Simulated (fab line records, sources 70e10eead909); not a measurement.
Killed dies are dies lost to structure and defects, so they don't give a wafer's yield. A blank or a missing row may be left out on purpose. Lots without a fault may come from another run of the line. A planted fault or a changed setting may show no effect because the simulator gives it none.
A struck lot beside a sound one | flow nand_harc | 42 steps out of a route of 1302
Sound: wafers L278.1, L278.3, L278.6. Struck: wafers L283.2, L283.3, L283.6. The cause comes at the end.
At each step with rows: each side's tool, then ch and its chambers, then its first start. Under that, the readings that differ: sound wafers | struck wafers | difference of the means | sigmas: that difference in standard deviations of wafers without a fault.
alike: readings whose means differ by less than 2 such deviations, and words and numbers that are the same on both sides. not compared: withheld readings, readings that some wafer has no value for, bounds like >300 that may hide the same value, and numbers for which the record gives no deviation and whose values overlap.
The two part at a step that has a row with sigmas, a row that says differs or no value, or rows on one side only. Numbers that don't overlap but have no deviation are shown without sigmas and don't part them. A reading that every wafer of one side lacks parts them only if that side has two wafers or more.

NHARC_P_GATE_STRIP_101: strips in O2, time 20 s.
  sound on rie_diel-10 ch 1,3, day 11 15:43; struck on rie_diel-12 ch 1,3, day 14 01:17
  alike: drypump_motor_current_A, oes_product_au, rf_vpp_V, showerhead_plenum_p_Torr, throttle_valve_pct
  not compared: rf_hours_counter_h
then, 11 steps without rows for these wafers: NHARC_P_GATE_PRECLEAN_97 (cleans in SPM, time 600 s); NHARC_P_GATE_SRD_98; NHARC_P_GATE_PRECLEAN_99 (cleans in SC1); NHARC_P_GATE_SRD_100; NHARC_P_GATE_DEHYDRATE_38 (time 120 s); NHARC_P_GATE_HMDS_39 (time 30 s); NHARC_P_GATE_COAT_40; NHARC_P_GATE_SOFTBAKE_41 (time 95 s); NHARC_P_GATE_EBR_42; NHARC_P_GATE_EXPOSE_43 (exposes mask P NSD, target cd 720 nm); NHARC_P_GATE_PEB_44 (peb time 85 s).
NHARC_P_GATE_DEVELOP_45: time 70 s.
  sound on litho_track-03 ch 0, day 11 16:00; struck on litho_track-07 ch 0, day 14 02:00
then, 1 step without rows for these wafers: NHARC_P_GATE_HARDBAKE_47 (time 80 s).
NHARC_P_GATE_DESCUM_48: chemistry O2, time 3 s.
  sound on rie_diel-10 ch 0,1,3, day 11 16:49; struck on rie_diel-04 ch 0,2, day 14 02:22
  reading                 | sound             | struck            | difference | sigmas
  model.P_GATE.cd_nm (nm) | 720.2 723.1 719.8 | 121.7 120.8 119.7 | -600.3     |
  alike: drypump_motor_current_A, oes_product_au, rf_vpp_V, showerhead_plenum_p_Torr, throttle_valve_pct
  not compared: rf_hours_counter_h
then, 1 step without rows for these wafers: NHARC_P_GATE_IMPLANT_49.
NHARC_P_GATE_STRIP_111: strips in N2/H2, time 250 s.
  sound on plasma_asher-01 ch 0,1, day 11 17:22; struck on plasma_asher-02 ch 0,1, day 14 02:48
  alike: drypump_motor_current_A, heater_power_w
  not compared: rf_hours_counter_h
then, 11 steps without rows for these wafers: NHARC_P_GATE_STRIP_75 (strips in O2); NHARC_P_GATE_STRIP_50 (strips in SPM, time 900 s); NHARC_P_GATE_DEHYDRATE_51 (time 120 s); NHARC_P_GATE_HMDS_52 (time 30 s); NHARC_P_GATE_COAT_53; NHARC_P_GATE_SOFTBAKE_54 (time 95 s); NHARC_P_GATE_EBR_55; NHARC_P_GATE_EXPOSE_56 (exposes mask P PSD, target cd 720 nm); NHARC_P_GATE_PEB_57 (peb time 85 s); NHARC_P_GATE_DEVELOP_58 (time 70 s); NHARC_P_GATE_HARDBAKE_60 (time 80 s).
NHARC_P_GATE_DESCUM_61: chemistry O2, time 3 s.
  sound on rie_diel-10 ch 0,3, day 11 18:38; struck on rie_diel-04 ch 0,1,3, day 14 04:10
  alike: drypump_motor_current_A, oes_product_au, rf_vpp_V, showerhead_plenum_p_Torr, throttle_valve_pct
  not compared: rf_hours_counter_h
then, 1 step without rows for these wafers: NHARC_P_GATE_IMPLANT_62.
NHARC_P_GATE_STRIP_112: strips in N2/H2, time 200 s.
  sound on plasma_asher-02 ch 0, day 11 19:01; struck on plasma_asher-02 ch 1, day 14 04:30
  reading            | sound    | struck      | difference | sigmas
  heater_power_w (W) | 76 74 77 | 106 103 102 | +28        | +2
  alike: drypump_motor_current_A
  not compared: rf_hours_counter_h
NHARC_P_GATE_STRIP_76: strips in O2.
  sound on plasma_asher-02 ch 0, day 11 19:17; struck on plasma_asher-02 ch 1, day 14 04:46
  reading            | sound       | struck      | difference | sigmas
  heater_power_w (W) | 280 278 275 | 378 386 383 | +105       | +2
  alike: drypump_motor_current_A
  not compared: rf_hours_counter_h
then, 8 steps without rows for these wafers: NHARC_P_GATE_STRIP_63 (strips in SPM, time 900 s); NHARC_P_GATE_DEHYDRATE_83 (time 120 s); NHARC_P_GATE_HMDS_84 (time 30 s); NHARC_P_GATE_COAT_85; NHARC_P_GATE_SOFTBAKE_86 (time 95 s); NHARC_P_GATE_EBR_87; NHARC_P_GATE_EXPOSE_88 (exposes mask P HVN, target cd 2000 nm); NHARC_P_GATE_PEB_89 (peb time 85 s).
NHARC_P_GATE_DESCUM_93: chemistry O2, time 3 s.
  sound on rie_diel-12 ch 0,1,3, day 11 20:22; struck on rie_diel-12 ch 0,1,2, day 14 05:50
  reading                 | sound          | struck            | difference | sigmas
  model.P_GATE.cd_nm (nm) | 1997 2003 1996 | 121.7 120.8 119.7 | -1877.9    |
  alike: drypump_motor_current_A, oes_product_au, rf_vpp_V, showerhead_plenum_p_Torr, throttle_valve_pct
  not compared: rf_hours_counter_h
-- the record jumps here: 18 days lie between the struck wafers' starts before and after (it left off in module P_GATE and takes up again in module END, whose first step shown is number 1302 of the route) --
NHARC_END_SORT_01:
  the record has rows for the struck wafers here (prober-01 ch 0, day 32 09:25) and none for the sound ones

WHERE THEY PART
First at NHARC_P_GATE_STRIP_112; last, within this record, at NHARC_END_SORT_01.

WHY: what the simulator had put in
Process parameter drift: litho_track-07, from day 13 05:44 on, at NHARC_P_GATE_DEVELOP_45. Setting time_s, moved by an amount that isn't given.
